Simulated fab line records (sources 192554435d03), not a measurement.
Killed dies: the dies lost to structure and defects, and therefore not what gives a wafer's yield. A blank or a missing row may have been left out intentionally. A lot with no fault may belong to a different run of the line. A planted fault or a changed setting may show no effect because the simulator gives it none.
Struck lot and sound lot, side by side / flow n5 finfet / 36 out of 1938 route steps
Sound: the wafers L197.2, L197.4, L197.5. Struck: wafer L203.2 (left out: L203.1, L203.3 of the same lot, which were not struck); the cause appears at the end.
At each step with rows: each side's tool, then ch and its chambers, then its first start. Under that, the readings that differ: sound wafers / struck wafers / difference of the means / sigmas: that difference in standard deviations of wafers without a fault.
alike: same words and numbers on both sides, and readings whose means sit less than 2 such deviations apart. not compared: any withheld reading, any reading some wafer has no value for, any bound like >300 that may hide the same value, and any number with overlapping values for which the record gives no deviation.
The two part at a step that has a row with sigmas, a row that says differs or no value, or rows on one side only. When numbers do not overlap yet have no deviation, they are printed without sigmas and do not part them. A reading that every wafer of one side lacks parts them only if that side has two wafers or more.

first, 9 steps without rows for these wafers: N5_BEOL_M4_ANNEAL_95 (time 240 s); N5_BEOL_M4_SPUTTER_96 (material Cu, target thk 4.5 nm, time 8.29 s); N5_BEOL_M4_ECD_50 (material Cu, target thk 300 nm); N5_BEOL_M4_ANNEAL_51 (time 90 s); N5_BEOL_M4_CMP_52 (polishes, stops on SiOC, t overpolish 6.8 s, target thk 40 nm); N5_BEOL_M4_PRE_CLEAN_60 (time 15 s); N5_BEOL_M4_CO_CAP_55 (material Co, precursor CCTBA/H2, target thk 2 nm, time 102.1 s); N5_BEOL_M4_PRE_CLEAN_56 (time 15 s); N5_BEOL_M4_DEP_57 (deposits SiCN from 3MS/NH3, target thk 8 nm, time 14 s).
N5_BEOL_M4_RC_MEAS_101:
  sound on prober-02 ch 0, day 9 00:07; struck on prober-02 ch 0, day 10 05:59
  alike: DIBL_N, DIBL_P, IOFF_N, IOFF_P, ION_N, ION_P, SS_N, SS_P, VT_N, VT_P
then, 24 steps without rows for these wafers: N5_BEOL_M5_ILD_DEP_00 (deposits SiCOH lowk from DEMS/porogen, target thk 140.64 nm, time 25.9 s); N5_BEOL_M5_CURE_79 (cures SiCOH lowk, time 240 s); N5_BEOL_M5_PECVD_70 (deposits SiO2 from TEOS/O2, target thk 16 nm, time 18 s); N5_BEOL_M5_HM_DEP_02 (deposits TiN, target thk 20 nm); N5_BEOL_M5_COAT_59 (time 60 s, resist thk 60 nm); N5_BEOL_M5_COAT_60 (time 60 s, resist thk 12 nm); N5_BEOL_M5_COAT_71 (time 60 s, resist thk 5 nm); N5_BEOL_M5_COAT_05 (resist thk 30 nm); N5_BEOL_M5_EBR_07; N5_BEOL_M5_SOFTBAKE_06 (time 60 s); N5_BEOL_M5_EXPOSE_08 (exposes mask M5, target cd 28 nm); N5_BEOL_M5_PEB_09 (peb time 60 s); N5_BEOL_M5_DEVELOP_10 (develop time 30 s); N5_BEOL_M5_DESCUM_16 (chemistry O2, time 7 s); N5_BEOL_M5_ETCH_72 (etches underlayer in N2/H2, target depth 6.5 nm, time 5.2 s); N5_BEOL_M5_ETCH_61 (etches SiARC in CF4, target depth 15.6 nm, time 26 s); N5_BEOL_M5_ETCH_62 (etches SOC in N2/H2, target depth 75 nm, overetch 15 nm, time 112.5 s); N5_BEOL_M5_STRIP_63 (strips in N2/H2); N5_BEOL_M5_STRIP_73 (strips in N2/H2); N5_BEOL_M5_STRIP_64 (strips in CF4); N5_BEOL_M5_HM_OPEN_17 (chemistry Cl2/BCl3, target TiN, target depth 20 nm, overetch 6 nm); N5_BEOL_M5_STRIP_19 (strips in O2); N5_BEOL_M5_COAT_65 (time 60 s, resist thk 60 nm); N5_BEOL_M5_COAT_66 (time 60 s, resist thk 12 nm).
-- a jump in the record: the struck wafers' starts before and after are 4 days apart (it breaks off in module BEOL_M5 and resumes in module PASSIVATION, where the first step shown is number 1936 of the route) --
N5_PASSIVATION_PECVD_01: deposits SiNx from SiH4/NH3/N2, target thk 200 nm, time 43.2 s.
  sound on pecvd-01 ch 0,1, day 12 17:38; struck on pecvd-01 ch 0, day 14 03:26
reading=model.SiNx_of_PASSIVATION_PECVD_01.thk nm (nm); sound=197.2 202.4 200.4; struck=238; difference=+38; sigmas=
  alike: heater power w, showerhead plenum p Torr, throttle valve pct
N5_PASSIVATION_PROBE_49:
  sound on prober-01 at day 13 03:21; struck on prober-02 at day 14 12:52
reading=defect limited yield (%); sound=90.9 91.8 92.2; struck=0; difference=-92; sigmas=-54
reading=killed at other; sound=0 3 4; struck=1102; difference=+1100; sigmas=+99 or more
reading=killed dies; sound=107 97 92; struck=1180; difference=+1081; sigmas=+54
reading=killed on rim; sound=11 16 11; struck=152; difference=+139; sigmas=+35
reading=sort_bin_5_function (%); sound=5.4 4.4 4.7; struck=96.4; difference=+91.6; sigmas=+83
reading=sort n pass; sound=1073 1083 1088; struck=0; difference=-1081; sigmas=-51
reading=sort yield pct (%); sound=90.9 91.8 92.2; struck=0; difference=-92; sigmas=-54
  alike: killed_at_M0_to_M3, killed_at_M4_up, killed at contacts, killed at front end, killed open, killed short, sort_bin_4_leakage, sort_bin_6_memory

WHERE THEY PART
At N5_PASSIVATION_PROBE_49 and nowhere else, as far as this record goes.

WHY: the cause the simulator had injected
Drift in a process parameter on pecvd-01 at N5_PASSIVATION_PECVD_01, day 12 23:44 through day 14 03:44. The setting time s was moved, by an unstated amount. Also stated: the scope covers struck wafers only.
